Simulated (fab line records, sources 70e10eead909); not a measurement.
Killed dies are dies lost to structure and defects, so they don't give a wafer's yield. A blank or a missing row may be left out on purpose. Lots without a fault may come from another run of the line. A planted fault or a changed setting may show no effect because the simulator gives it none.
Chamber matching | flow nand_harc | NHARC_A_CONTACT_ETCH_110 on rie_diel-06: 4 sister chambers
The step etches the open film in CF4/O2, target depth 50 nm, overetch 5 nm, time 27.5 s. 4 wafers are shown with their chamber, then 11 later ones without.

WAFERS WITH THEIR CHAMBER
wafer  | chamber | showerhead_plenum_p_Torr (Torr)
L080.6 | 2       | 1.35
L082.6 | 0       | 1.30
L085.4 | 3       | 1.38
L087.1 | 1       | 1.43

WAFERS WITHOUT THEIR CHAMBER
wafer  | showerhead_plenum_p_Torr (Torr)
L087.5 | 1.38
L087.6 | 1.30
L090.1 | 1.43
L090.4 | 1.38
L090.5 | 1.38
L088.1 | 1.30
L088.3 | 1.38
L088.6 | 1.43
L096.1 | 1.34
L096.2 | 1.38
L096.6 | 1.43

WHICH CHAMBER EACH WENT THROUGH
wafer  | from the rows above | in truth
L087.5 | 3                   | 3
L087.6 | 0                   | 0
L090.1 | 1                   | 1
L090.4 | 3                   | 3
L090.5 | 3                   | 3
L088.1 | 0                   | 0
L088.3 | 3                   | 3
L088.6 | 1                   | 1
L096.1 | 2                   | 2
L096.2 | 3                   | 3
L096.6 | 1                   | 1
Placed correctly: 11 of 11. Can't be placed from these rows: 0. Placed wrongly: 0.
How it was worked out, from the rows above alone: a wafer's distance from a chamber is the root of the sum, over the readings, of the square of ((its reading less the chamber's mean) divided by the reading's scatter). The wafer belongs to the nearest chamber; if the next one is less than 2 further off, it can't be placed. A chamber's mean is the mean of its shown wafers. The scatter: with one shown wafer a chamber, the root of the mean of the squares of how far each hidden wafer lies from its nearest shown one.
